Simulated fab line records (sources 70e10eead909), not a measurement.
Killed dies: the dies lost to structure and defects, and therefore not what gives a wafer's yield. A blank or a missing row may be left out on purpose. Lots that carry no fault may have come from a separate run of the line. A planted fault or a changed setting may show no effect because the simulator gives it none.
Chamber matching / flow nand-harc / NHARC_P_M0_CMP_23 on cmp-02: 4 sister chambers
The step polishes, t overpolish 20 s, target thk 117.54 nm. 14 wafers are shown with their chamber, then 6 later ones without.

== WAFERS WITH THEIR CHAMBER ==
wafer=L240.2; chamber=3; motor-current-A (A)=11.4; time-to-endpoint-s (s)=31
wafer=L240.5; chamber=1; motor-current-A (A)=14.0; time-to-endpoint-s (s)=30
wafer=L240.6; chamber=2; motor-current-A (A)=12.3; time-to-endpoint-s (s)=37
wafer=L244.1; chamber=1; motor-current-A (A)=14.9; time-to-endpoint-s (s)=23
wafer=L244.5; chamber=3; motor-current-A (A)=10.8; time-to-endpoint-s (s)=24
wafer=L253.1; chamber=0; motor-current-A (A)=12.1; time-to-endpoint-s (s)=23
wafer=L253.3; chamber=3; motor-current-A (A)=11.5; time-to-endpoint-s (s)=25
wafer=L253.5; chamber=2; motor-current-A (A)=12.2; time-to-endpoint-s (s)=28
wafer=L255.3; chamber=1; motor-current-A (A)=13.4; time-to-endpoint-s (s)=19
wafer=L255.5; chamber=3; motor-current-A (A)=11.4; time-to-endpoint-s (s)=22
wafer=L255.6; chamber=0; motor-current-A (A)=11.8; time-to-endpoint-s (s)=24
wafer=L257.1; chamber=1; motor-current-A (A)=14.0; time-to-endpoint-s (s)=25
wafer=L257.3; chamber=3; motor-current-A (A)=11.7; time-to-endpoint-s (s)=26
wafer=L257.6; chamber=1; motor-current-A (A)=14.3; time-to-endpoint-s (s)=23

SIGNATURES (averages over the wafers above)
reading=motor-current-A; chamber 0=11.950; chamber 1=14.120; chamber 2=12.250; chamber 3=11.360; scatter within a chamber=0.411
reading=time-to-endpoint-s; chamber 0=23.50; chamber 1=24.00; chamber 2=32.50; chamber 3=25.60; scatter within a chamber=3.88
Rule: for a wafer and a chamber, the distance is found by dividing, reading by reading, the gap between the wafer's reading and the chamber's mean by the reading's scatter, squaring, summing and taking the root. The wafer belongs to the nearest chamber; if the next one is less than 2 further off, it can't be placed. The scatter is the square root of a quotient: the sum, over the shown wafers, of each reading's squared deviation from its chamber's mean, divided by wafers minus chambers.

== WAFERS WITHOUT THEIR CHAMBER ==
wafer=L259.1; motor-current-A (A)=11.8; time-to-endpoint-s (s)=33
wafer=L259.4; motor-current-A (A)=14.1; time-to-endpoint-s (s)=26
wafer=L259.6; motor-current-A (A)=13.5; time-to-endpoint-s (s)=27
wafer=L262.2; motor-current-A (A)=10.9; time-to-endpoint-s (s)=24
wafer=L262.3; motor-current-A (A)=12.6; time-to-endpoint-s (s)=28
wafer=L262.5; motor-current-A (A)=14.1; time-to-endpoint-s (s)=26

== CHAMBER TAKEN BY EACH ==
wafer=L259.1; from the rows above=can't be placed: 2 or 3 or 0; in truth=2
wafer=L259.4; from the rows above=1; in truth=1
wafer=L259.6; from the rows above=can't be placed: 1 or 2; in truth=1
wafer=L262.2; from the rows above=can't be placed: 3 or 0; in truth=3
wafer=L262.3; from the rows above=can't be placed: 2 or 0 or 3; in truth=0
wafer=L262.5; from the rows above=1; in truth=1
Placed correctly: 2 of 6. Can't be placed from these rows: 4 (the true chamber is among the candidates in 4). Placed wrongly: 0.
